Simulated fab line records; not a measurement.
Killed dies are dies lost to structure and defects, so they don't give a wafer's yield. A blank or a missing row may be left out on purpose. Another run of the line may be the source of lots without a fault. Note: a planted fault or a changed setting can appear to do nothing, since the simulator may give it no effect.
8D (eight disciplines) problem report, filled in by code | flow n5-finfet | the parts of the form that need people (team, actions taken, sign-off) are left out

1. THE PROBLEM
Mean of killed_at_M4_up at N5_PASSIVATION_PROBE_49: 338 across 9 wafers in 3 lots; on wafers with no fault it is 15 (standard deviation 5.3). That puts it +61 standard deviations away from the usual mean.
First observed at day 18 00:08: wafer L476.1, on prober-02. Wafers with a number at this step in the record: 29, from 11 lots. Rule for "out" (also "out of limits"): further than 4 standard deviations from the usual mean. The other wafers with a number count as sound.

2. WHAT IT IS AND WHAT IT IS NOT
question                    | is                                                                                                   | is not
which readings at this step | killed_at_M4_up, defect-limited-yield, killed-dies, sort_bin_5_function, sort-n-pass, sort-yield-pct | killed-at-front-end, killed-open, killed-short, sort_bin_8_speed
which lots                  | L475, L476, L478                                                                                     | L470, L474, L480, L483, L484, L486, L487, L489
which wafers of those lots  | all that have a number                                                                               | -
read on which tools         | prober-01, prober-02                                                                                 | -
when                        | from day 18 00:08                                                                                    | up to then (5 sound wafers); but 15 sound wafers of L480, L483, L484, L486, L487, L489 came after

3. SUSPECTS, AND WHAT RULES EACH OUT
Counting: a tool at a process step up to the reading stays a suspect if it ran every lot that is out and no sound lot after the first of them.
- pecvd-02 at N5_BEOL_M9_PECVD_70 (deposits SiO2 from TEOS/O2, target thk 20 nm, time 22.7 s): ruled out as a lasting fault. The sound lots L484, L489 went through it after L476, its earliest lot that is out (day 15 10:20).
Left after counting: nothing in the record.

4. THE CAUSE (what the simulator had put in)
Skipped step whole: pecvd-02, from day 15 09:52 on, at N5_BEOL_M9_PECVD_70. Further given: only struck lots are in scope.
It was ruled out by counting, in error; the rule expects a fault to strike all lots run on its tool from its start on, and this fault did not.

5. THE CHAIN OF EFFECTS, in route order
Rows list readings where the struck wafers' mean (over those with a number) sits beyond 3 standard deviations from the usual. Scope: only readings with a usual standard deviation given in the record; hours: median across lots of the time from each lot's start at the first step in this table that gives one to its start at this step; sigmas: change in usual standard deviations.
hours | step                    | reading              | usual  | on struck wafers | change | sigmas
0     | N5_PASSIVATION_PROBE_49 | defect-limited-yield | 91.1 % | 64.2             | -26.9  | -19
0     | N5_PASSIVATION_PROBE_49 | killed_at_M4_up      | 15     | 338              | +323   | +61
0     | N5_PASSIVATION_PROBE_49 | killed-dies          | 105    | 422              | +317   | +19
0     | N5_PASSIVATION_PROBE_49 | killed-on-rim        | 14     | 83               | +69    | +16
0     | N5_PASSIVATION_PROBE_49 | sort_bin_5_function  | 5.2 %  | 32.2             | +27.0  | +28
0     | N5_PASSIVATION_PROBE_49 | sort-n-pass          | 1075   | 758              | -317   | -19
0     | N5_PASSIVATION_PROBE_49 | sort-yield-pct       | 91.1 % | 64.2             | -26.9  | -19
Process steps it contains:
- N5_PASSIVATION_PROBE_49
Readings that are blank on the struck wafers while sound wafers have them: chamber-pressure-Torr at N5_BEOL_M9_PECVD_70; heater-power-outer-w at N5_BEOL_M9_PECVD_70; heater-power-w at N5_BEOL_M9_PECVD_70; showerhead-plenum-p-Torr at N5_BEOL_M9_PECVD_70; throttle-valve-pct at N5_BEOL_M9_PECVD_70.

6. WHAT WOULD HAVE CAUGHT IT SOONER
In this record the first reading out of limits was taken at day 18 00:08, 62 hours after the fault began at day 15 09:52.
At N5_BEOL_M9_PECVD_70 the tool's readings are blank on the struck wafers, where sound wafers have them: an empty tool record is the first sign, and it was there at once.
